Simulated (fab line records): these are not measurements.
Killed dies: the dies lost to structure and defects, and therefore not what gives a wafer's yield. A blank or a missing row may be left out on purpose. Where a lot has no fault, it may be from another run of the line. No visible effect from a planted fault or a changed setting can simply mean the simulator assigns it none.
Which of the tools did it?    flow nand-harc    11 lots with 33 wafers sampled at 2 steps, on a route of 1302 steps

WHAT EACH GAUGE READ, for each wafer
NHARC_A_SLIT_OVL_MEAS_10.
lot   measured      on          overlay-x-nm (nm)
L075  day 20 15:49  overlay-01  -0.8 -1.1 -0.7
L076  day 21 05:28  overlay-01  0.6 0.5 0.6
L079  day 22 01:21  overlay-01  -0.7 -0.2 -0.2
L082  day 23 01:51  overlay-01  -1.4 -2.3 -1.4
L084  day 23 13:38  overlay-01  -0.5 0.2 0.3
L087  day 24 18:23  overlay-01  0.8 0.3 0.6
L088  day 25 01:58  overlay-01  -0.5 0.4 -0.4
L090  day 26 00:12  overlay-02  -0.5 -0.4 -0.4
L092  day 27 03:15  overlay-02  0.4 0.4 0.2
L095  day 28 08:31  overlay-01  -0.4 -0.5 -0.6
L094  day 28 08:21  overlay-02  -1.7 -1.4 -1.6

WHAT TOOL EACH LOT RAN ON (gives the tool, then ch and the chambers of the sampled wafers, and finally the start)
lot   NHARC_A_SGD_CUT_ETCHBACK_24
L075  rie-diel-04 ch 0,1, day 20 10:17
L076  rie-diel-09 ch 1,3, day 21 00:05
L079  rie-diel-08 ch 2,3, day 21 17:28
L082  rie-diel-09 ch 1,2,3, day 22 20:36
L084  rie-diel-08 ch 1,2, day 23 08:24
L087  rie-diel-08 ch 0,3, day 24 09:32
L088  rie-diel-04 ch 0,1, day 24 20:52
L090  rie-diel-08 ch 1,2,3, day 25 19:01
L092  rie-diel-09 ch 2,3, day 26 18:16
L095  rie-diel-09 ch 0,1,2, day 28 03:10
L094  rie-diel-04 ch 1,2, day 28 03:11
- NHARC_A_SGD_CUT_ETCHBACK_24: etches the open film in CH3F/O2, target depth 50 nm, time 92.857 s.

THE ANSWER, worked out from the rows above alone
Rule: the usual values come from the lots themselves. Put in order of their means at a reading, lots are off if they are a third of the lots or fewer, leave a main group of 4 or more, and stand apart from it by a gap of 3 or more times the standard deviation of the main group's means; of several such gaps the widest counts. A main group whose means are all the same, to the digits that the tables above print for the reading, isn't used. A lot without any number at a reading at which 4 lots or more have one is off too. The other lots that the step has rows for count as sound.
Across all readings shown, no lot is off: no conclusion can be drawn from this.

WHAT THE SIMULATOR HAD INSERTED
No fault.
